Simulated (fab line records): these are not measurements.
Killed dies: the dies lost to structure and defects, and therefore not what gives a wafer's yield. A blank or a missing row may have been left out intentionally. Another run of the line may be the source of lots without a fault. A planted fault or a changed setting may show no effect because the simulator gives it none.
Comparing a struck lot with a sound one | flow n5Finfet | 16 out of 1938 route steps
Sound: these wafers, L843.4, L843.5, L843.6. The struck wafers were L850.4, L850.5. Last of all comes the cause.
Order at every step that has rows: each side's tool, ch and its chambers, its first start. Under that, the readings that differ: sound wafers | struck wafers | difference of the means | sigmas: that difference in standard deviations of wafers without a fault.
alike: a reading whose means differ by less than 2 such deviations, as well as words and numbers matching on both sides. not compared: withheld readings; readings where some wafer has no value; bounds like >300 that might hide an equal value; numbers whose values overlap and for which the record gives no deviation.
The two part at a step that has a row with sigmas, a row that says differs or no value, or rows on one side only. Numbers that don't overlap but have no deviation are shown without sigmas and don't part them. A reading missing from all wafers of one side parts the sides only when that side holds two or more wafers.

first, 1 step without rows for these wafers: N5_BEOL_M4_SPUTTER_92 (material Cu, target thk 4.5 nm, time 8.29 s).
N5_BEOL_M4_ANNEAL_93: time 240 s.
  struck on pvdSputter-01, day 9 23:31; sound on pvdSputter-02, day 7 21:20
  alike: heaterPowerW, susceptor_temp_C_max
then, 2 steps without rows for these wafers: N5_BEOL_M4_SPUTTER_94 (material Cu, target thk 4.5 nm, time 8.29 s); N5_BEOL_M4_ANNEAL_95 (time 240 s).
N5_BEOL_M4_SPUTTER_96: material Cu, target thk 4.5 nm, time 8.29 s.
  struck on pvdSputter-01, day 9 23:52; sound on pvdSputter-02, day 7 21:41
  alike: chuckSensorTempC, substrateTempC, throttleValvePct
then, 1 step without rows for these wafers: N5_BEOL_M4_ECD_50 (material Cu, target thk 300 nm).
N5_BEOL_M4_ANNEAL_51: time 90 s.
  sound on rtpAnneal-01 ch 0, day 7 22:01; struck on rtpAnneal-02 ch 0, day 10 00:12
  alike: wafer_temp_C_max
N5_BEOL_M4_CMP_52: polishes, stops on SiOC, t overpolish 6.8 s, target thk 40 nm.
  sound on cmp-01 ch 1,2,3, day 7 22:18; struck on cmp-04 ch 0,2, day 10 00:26
reading            | sound             | struck      | difference | sigmas
overpolishRunS (s) | 6.791 6.777 6.799 | 6.812 6.827 | +0.030     | +3
  alike: barrierFieldEndpointS, motorCurrentA, timeToEndpointS
N5_BEOL_M4_THK_MEAS_53: measures by xrf.
  struck on filmMetro-01, day 10 00:40; sound on filmMetro-01, day 7 22:29
  alike: M4_THK
N5_BEOL_M4_PRE_CLEAN_60: time 15 s.
  sound on cvdCo-01 ch 0,1,2, day 7 22:32; struck on cvdCo-01 ch 0,1, day 10 00:43
  alike: heaterPowerW
then, 2 steps without rows for these wafers: N5_BEOL_M4_CO_CAP_55 (material Co, precursor CCTBA/H2, target thk 2 nm, time 102.1 s); N5_BEOL_M4_PRE_CLEAN_56 (time 15 s).
N5_BEOL_M4_DEP_57: deposits SiCN from 3MS/NH3, target thk 8 nm, time 14 s.
  sound on pecvd-03 ch 0,1,2, day 7 22:41; struck on pecvd-04 ch 1,2, day 10 00:52
reading                                 | sound     | struck | difference | sigmas
model.SiCN_of_BEOL_M4_DEP_57.thkNm (nm) | 8 8.2 8.4 | 6 5.8  | -2         | 
  alike: showerheadPlenumPTorr, throttleValvePct
N5_BEOL_M4_RS_MEAS_58: the measuring method here is four-point-probe.
  struck on filmMetro-02, day 10 00:55; sound on filmMetro-01, day 7 22:44
  alike: M4_RS
N5_BEOL_M4_RC_MEAS_101:
  sound on prober-01 ch 0, day 7 23:15; struck on prober-01 ch 0, day 10 01:26
  alike: DIBL_N, DIBL_P, IOFF_N, IOFF_P, ION_N, ION_P, SS_N, SS_P, VT_N, VT_P
next, for these wafers, 1 step has no rows: N5_PASSIVATION_PROBE_49.

== WHERE THEY PART ==
N5_BEOL_M4_CMP_52 only, going by this record. Later steps at which nothing parts them and some readings are alike: N5_BEOL_M4_THK_MEAS_53, N5_BEOL_M4_PRE_CLEAN_60, N5_BEOL_M4_DEP_57, N5_BEOL_M4_RS_MEAS_58, N5_BEOL_M4_RC_MEAS_101.

WHY: what had been put in by the simulator
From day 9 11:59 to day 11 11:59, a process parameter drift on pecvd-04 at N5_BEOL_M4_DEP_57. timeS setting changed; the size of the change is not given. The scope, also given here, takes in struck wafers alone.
